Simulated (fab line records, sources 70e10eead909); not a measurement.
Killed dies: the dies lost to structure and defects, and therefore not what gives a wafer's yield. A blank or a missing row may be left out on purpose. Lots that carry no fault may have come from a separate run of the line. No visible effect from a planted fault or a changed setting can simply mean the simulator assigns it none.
The same fault as seen by 2 desks    flow nand harc    only its own numbers are on each desk; what lay behind them is given at the end

== AT THE TOOL OWNER'S DESK: litho track-06 ==
The tool's own readings at NHARC_A_M1_PEB_07 (peb time 65 s): means of the sampled wafers that have a number, for each lot that ran on this tool. If a lot's mean is further than 4 standard deviations from the usual mean, the lot is out of limits and carries the mark OUT (the distance appears in the brackets).
Columns: A = heater power total W at NHARC_A_M1_PEB_07, usual 156.6 W; B = plate temp C at NHARC_A_M1_PEB_07, usual 100.01 C
lot   first seen here  A                B
L730  day 18 08:20     156.7            100.13
L735  day 19 09:55     156.9            100.10
L737  day 20 08:16     150.4 (-14) OUT  96.99 (-23) OUT
L741  day 21 18:21     150.4 (-14) OUT  97.08 (-23) OUT
Finding of this desk: L737, L741 out of limits; the first was L737 at day 20 08:16, on heater power total W at NHARC_A_M1_PEB_07. L730, L735 stayed within limits.

== AT THE METROLOGY DESK ==
What the gauges read, lot by lot, whatever tool the lot ran on: means of the sampled wafers that have a number. If a lot's mean is further than 4 standard deviations from the usual mean, the lot is out of limits and carries the mark OUT (the distance appears in the brackets).
Columns: A = cd nm at NHARC_A_M1_CD_MEAS_09, usual 119.9 nm
lot   first seen here  A
L729  day 18 04:48     120.5
L730  day 18 08:25     121.0
L733  day 19 08:52     120.0
L735  day 19 10:00     119.7
L737  day 20 08:20     108.0 (-16) OUT
L741  day 21 18:26     109.1 (-14) OUT
L744  day 22 11:10     120.2
L746  day 22 13:11     120.4
L743  day 22 13:28     120.6
L748  day 22 21:36     119.6
Finding of this desk: L737, L741 out of limits; the first was L737 at day 20 08:20, on cd nm at NHARC_A_M1_CD_MEAS_09. L729, L730, L733, L735, L744, L746, L743, L748 stayed within limits.

== BROUGHT TOGETHER ==
The tool owner's desk could have raised an alarm at day 20 08:16, on L737, L741.
L737, L741 would have let the metrology desk raise an alarm at day 20 08:20.
Of the lots named, all ran NHARC_A_M1_PEB_07 on litho track-06.

== WHAT THE SIMULATOR HAD INSERTED ==
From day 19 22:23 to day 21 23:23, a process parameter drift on litho track-06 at NHARC_A_M1_PEB_07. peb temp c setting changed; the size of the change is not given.
Shown lots that were struck: L737, L741.
Hours from the fault's start to each desk's first reading out of limits: the tool owner's desk, 10; the metrology desk, 10.
